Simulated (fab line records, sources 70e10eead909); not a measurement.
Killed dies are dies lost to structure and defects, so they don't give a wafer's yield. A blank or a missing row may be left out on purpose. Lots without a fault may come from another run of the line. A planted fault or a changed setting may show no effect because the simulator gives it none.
Which tool did it? | flow nand_harc | 12 lots, 36 wafers sampled, at 5 steps of a route of 1302

WHAT THE GAUGES READ, wafer by wafer
NHARC_A_CHANNEL_HOLE_D1_INSPECT_40. Usual: raw_defect_count 77, standard deviation 26.
lot  | measured     | on                | raw_defect_count | flag
L952 | day 9 23:23  | defect_inspect-01 | 98 101 85        |
L954 | day 10 18:54 | defect_inspect-02 | 93 105 77        |
L957 | day 11 07:52 | defect_inspect-02 | 58 52 81         |
L956 | day 11 08:18 | defect_inspect-01 | 114 88 93        |
L958 | day 12 03:41 | defect_inspect-01 | 74 88 84         |
L962 | day 13 20:40 | defect_inspect-01 | 32 82 39         |
L966 | day 15 20:15 | defect_inspect-02 | 38 42 48         |
L967 | day 16 00:28 | defect_inspect-01 | 37 38 42         |
L971 | day 17 11:19 | defect_inspect-02 | 52 109 59        |
L970 | day 17 15:28 | defect_inspect-01 | 66 59 74         |
L972 | day 17 20:34 | defect_inspect-02 | 41 49 36         |
L973 | day 18 17:55 | defect_inspect-02 | 73 103 90        |

NHARC_END_SORT_01. Usual: killed_at_array 53, standard deviation 18; killed_at_other 1.0, standard deviation 1.2; killed_at_periphery 3.6, standard deviation 2.4; killed_dies 58, standard deviation 18; killed_open 3.4, standard deviation 1.8; killed_short 2.3, standard deviation 1.5.
lot  | measured     | on        | killed_at_array | killed_at_other | killed_at_periphery | killed_dies | killed_open | killed_short | flag
L962 | day 29 12:07 | prober-01 | 37 44 40        | 0 0 0           | 0 1 1               | 37 45 41    | 3 1 2       | 3 4 2        |
L967 | day 31 12:59 | prober-02 | 35 34 27        | 0 1 1           | 2 3 1               | 37 38 29    | 5 0 2       | 1 2 0        |

WHICH TOOL RAN EACH LOT (tool, then ch and the chambers of the sampled wafers, then the start)
lot  | NHARC_A_CHANNEL_FILL_D1_ALD_25   | NHARC_A_CHANNEL_FILL_D1_ETCHBACK_08           | NHARC_A_DECK1_JOINT_ETCHBACK_00
L952 | ald_hk-01 ch 0,2, day 11 14:15   | rie_diel-04 ch 0,2,3, day 12 12:30 or earlier | rie_si-03 ch 1,2,3, day 12 12:30
L954 | ald_hk-03 ch 0,1,2, day 12 10:22 | rie_diel-06 ch 0,1,2, day 13 06:59 or earlier | rie_si-01 ch 0,3, day 13 06:59
L957 | ald_hk-03 ch 0,1,3, day 12 21:39 | rie_diel-06 ch 2,3, day 13 19:28 or earlier   | rie_si-03 ch 2,3, day 13 19:28
L956 | ald_hk-02 ch 0,2, day 12 21:04   | rie_diel-01 ch 1,2,3, day 13 19:27 or earlier | rie_si-01 ch 0,1,2, day 13 19:27
L958 | ald_hk-02 ch 0,1,3, day 13 16:47 | rie_diel-01 ch 0,1,2, day 14 14:27 or earlier | rie_si-05 ch 0,1,2, day 14 14:27
L962 | ald_hk-03 ch 0,2,3, day 15 10:23 | rie_diel-04 ch 0,3, day 16 07:26 or earlier   | rie_si-01 ch 0,1,2, day 16 07:26
L966 | ald_hk-02 ch 1,2, day 17 12:11   | rie_diel-01 ch 0,2,3, day 18 10:36 or earlier | rie_si-03 ch 0,1,2, day 18 10:36
L967 | ald_hk-01 ch 0,3, day 17 12:56   | rie_diel-06 ch 0,1, day 18 10:35 or earlier   | rie_si-01 ch 0,1,3, day 18 10:35
L971 | ald_hk-01 ch 2,3, day 19 00:20   | rie_diel-01 ch 0,1, day 19 22:15 or earlier   | rie_si-03 ch 1,2,3, day 19 22:15
L970 | ald_hk-01 ch 0,2,3, day 19 05:47 | rie_diel-06 ch 0,1,3, day 20 04:05 or earlier | rie_si-03 ch 1,2,3, day 20 04:05
L972 | ald_hk-03 ch 0,2, day 19 11:50   | rie_diel-04 ch 0,1,3, day 20 10:07 or earlier | rie_si-05 ch 0,2,3, day 20 10:07
L973 | ald_hk-02 ch 1,3, day 20 06:44   | rie_diel-04 ch 1,2,3, day 21 04:34 or earlier | rie_si-01 ch 0,1,3, day 21 04:34
- NHARC_A_CHANNEL_FILL_D1_ALD_25: deposits SiOx, target thk 60 nm, pulse time 10 s, ald cycles 600.
- NHARC_A_CHANNEL_FILL_D1_ETCHBACK_08: etches the open film in C4F8, target depth 220 nm, time 110 s.
- NHARC_A_DECK1_JOINT_ETCHBACK_00: etches the open film in HBr, target depth 30 nm, time 17.4 s.

WHAT THE TOOLS THEMSELVES READ (means of the sampled wafers that have a number; where no wafer has one, the mark that the record gives instead)
NHARC_A_CHANNEL_FILL_D1_ALD_25. Usual: heater_power_outer_w 260 W, standard deviation 34; heater_power_w 468 W, standard deviation 50; precursor_pulse_height_rel 0.997, standard deviation 0.019.
lot  | tool      | heater_power_outer_w (W) | heater_power_w (W) | precursor_pulse_height_rel | flag
L952 | ald_hk-01 | 225                      | 430                | 0.997                      |
L954 | ald_hk-03 | 266                      | 478                | 1.002                      |
L957 | ald_hk-03 | 256                      | 448                | 0.985                      |
L956 | ald_hk-02 | 264                      | 491                | 0.991                      |
L958 | ald_hk-02 | 236                      | 436                | 0.989                      |
L962 | ald_hk-03 | 263                      | 486                | 1.005                      |
L966 | ald_hk-02 | 234                      | 459                | 0.984                      |
L967 | ald_hk-01 | 282                      | 490                | 0.990                      |
L971 | ald_hk-01 | 268                      | 467                | 0.991                      |
L970 | ald_hk-01 | 245                      | 461                | 1.014                      |
L972 | ald_hk-03 | 263                      | 480                | 0.993                      |
L973 | ald_hk-02 | 232                      | 432                | 1.015                      |

NHARC_A_CHANNEL_FILL_D1_ETCHBACK_08. Usual: oes_product_au 0.95 a.u., standard deviation 0.035; rf_vpp_V 440.8 V, standard deviation 2.4; run_length_s 131.1 s, standard deviation 0.55.
lot  | tool        | oes_product_au (a.u.) | rf_vpp_V (V) | run_length_s (s) | flag
L952 | rie_diel-04 | 0.99                  | 441.3        | 131.3            |
L954 | rie_diel-06 | 0.93                  | 441.5        | 130.9            |
L957 | rie_diel-06 | 0.92                  | 439.7        | 131.7            |
L956 | rie_diel-01 | 0.95                  | 440.4        | 130.9            |
L958 | rie_diel-01 | 0.99                  | 439.9        | 131.0            |
L962 | rie_diel-04 | 0.92                  | 441.1        | 131.3            |
L966 | rie_diel-01 | 1.01                  | 439.3        | 131.0            |
L967 | rie_diel-06 | 1.01                  | 443.0        | 131.0            |
L971 | rie_diel-01 | 1.01                  | 441.6        | 131.1            |
L970 | rie_diel-06 | 0.93                  | 442.7        | 131.8            |
L972 | rie_diel-04 | 0.93                  | 440.3        | 131.1            |
L973 | rie_diel-04 | 0.95                  | 441.0        | 130.7            |

NHARC_A_DECK1_JOINT_ETCHBACK_00. Usual: drypump_motor_current_A 5.6 A, standard deviation 0.54; oes_product_au 0.998 a.u., standard deviation 0.011; run_length_s 38.6 s, standard deviation 0.42; throttle_valve_pct 23.266 %, standard deviation 0.0095.
lot  | tool      | drypump_motor_current_A (A) | oes_product_au (a.u.) | run_length_s (s) | throttle_valve_pct (%) | flag
L952 | rie_si-03 | 5.1                         | 1.002                 | 39.2             | 23.273                 |
L954 | rie_si-01 | 6.1                         | 0.997                 | 38.6             | 23.264                 |
L957 | rie_si-03 | 5.4                         | 1.005                 | 38.9             | 23.267                 |
L956 | rie_si-01 | 5.7                         | 0.987                 | 38.4             | 23.263                 |
L958 | rie_si-05 | 5.6                         | 1.001                 | 38.5             | 23.268                 |
L962 | rie_si-01 | 5.7                         | 0.987                 | 38.6             | 23.274                 |
L966 | rie_si-03 | 5.4                         | 0.999                 | 38.8             | 23.273                 |
L967 | rie_si-01 | 5.6                         | 0.998                 | 34.6             | 23.259                 | OFF
L971 | rie_si-03 | 5.1                         | 1.002                 | 38.9             | 23.255                 |
L970 | rie_si-03 | 5.1                         | 0.995                 | 39.1             | 23.269                 |
L972 | rie_si-05 | 6.0                         | 1.007                 | 38.6             | 23.271                 |
L973 | rie_si-01 | 5.6                         | 0.993                 | 38.5             | 23.264                 |

THE ANSWER, worked out from the rows above alone
Rule: a lot is off if the mean of its wafers that have a number lies more than 3 standard deviations from the usual mean. A lot without any number at a reading at which 4 lots or more have one is off too. The other lots that the step has rows for count as sound. The gauges are gone through in route order, then the tools' own readings, and for those a lot's mean is taken as printed above. The first step at which some lot is off is used, and at that step the reading that is off furthest; a lot without a number counts as furthest.
Off: L967, at NHARC_A_DECK1_JOINT_ETCHBACK_00 (run_length_s).
A tool fits if, at that step or a process step before it, it ran every lot that is off, and no sound lot after the first of them. NHARC_A_CHANNEL_FILL_D1_ETCHBACK_08 gives no start for some lots, so the hours and the order of its lots are those of NHARC_A_DECK1_JOINT_ETCHBACK_00. None of those tried fits.

WHAT THE SIMULATOR HAD PUT IN
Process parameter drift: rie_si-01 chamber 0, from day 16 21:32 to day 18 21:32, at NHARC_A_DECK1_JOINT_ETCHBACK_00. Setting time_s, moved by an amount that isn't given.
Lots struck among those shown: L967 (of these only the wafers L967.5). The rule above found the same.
